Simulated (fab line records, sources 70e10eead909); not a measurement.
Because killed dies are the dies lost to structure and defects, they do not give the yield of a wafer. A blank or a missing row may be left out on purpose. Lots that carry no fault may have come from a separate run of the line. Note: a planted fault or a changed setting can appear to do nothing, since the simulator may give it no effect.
Chamber matching | flow nand-harc | NHARC_A_STAIRCASE_STRIP_476 on rie-diel-08: 4 sister chambers
The step strips in O2, time 20 s. 4 wafers are shown with their chamber, then 7 later ones without.

## WAFERS PAIRED WITH THEIR CHAMBERS
wafer  | chamber | drypump-motor-current-A (A)
L087.6 | 2       | 5.7
L089.4 | 1       | 5.8
L090.1 | 3       | 4.8
L090.2 | 0       | 6.0

## WAFERS WHOSE CHAMBER IS MISSING
wafer  | drypump-motor-current-A (A)
L090.6 | 5.7
L091.1 | 4.9
L091.2 | 6.0
L091.5 | 5.7
L093.1 | 5.7
L093.2 | 6.0
L093.6 | 4.9

## CHAMBER TAKEN BY EACH
wafer  | from the rows above     | in truth
L090.6 | can't be placed: 2 or 1 | 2
L091.1 | 3                       | 3
L091.2 | 0                       | 0
L091.5 | can't be placed: 2 or 1 | 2
L093.1 | can't be placed: 2 or 1 | 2
L093.2 | 0                       | 0
L093.6 | 3                       | 3
Placed correctly: 4 of 7. Cannot be placed on the basis of these rows: 3; the candidates contain the true chamber in 3. 0 placed wrongly.
How it was worked out, from the rows above alone: a wafer's distance from a chamber is the root of the sum, over the readings, of the square of ((its reading less the chamber's mean) divided by the reading's scatter). The wafer belongs to the nearest chamber; if the next one is less than 2 further off, it can't be placed. Each chamber's mean is taken over the wafers shown for it. The scatter: root of mean squared gap, hidden wafer to nearest shown wafer, with one shown wafer a chamber.
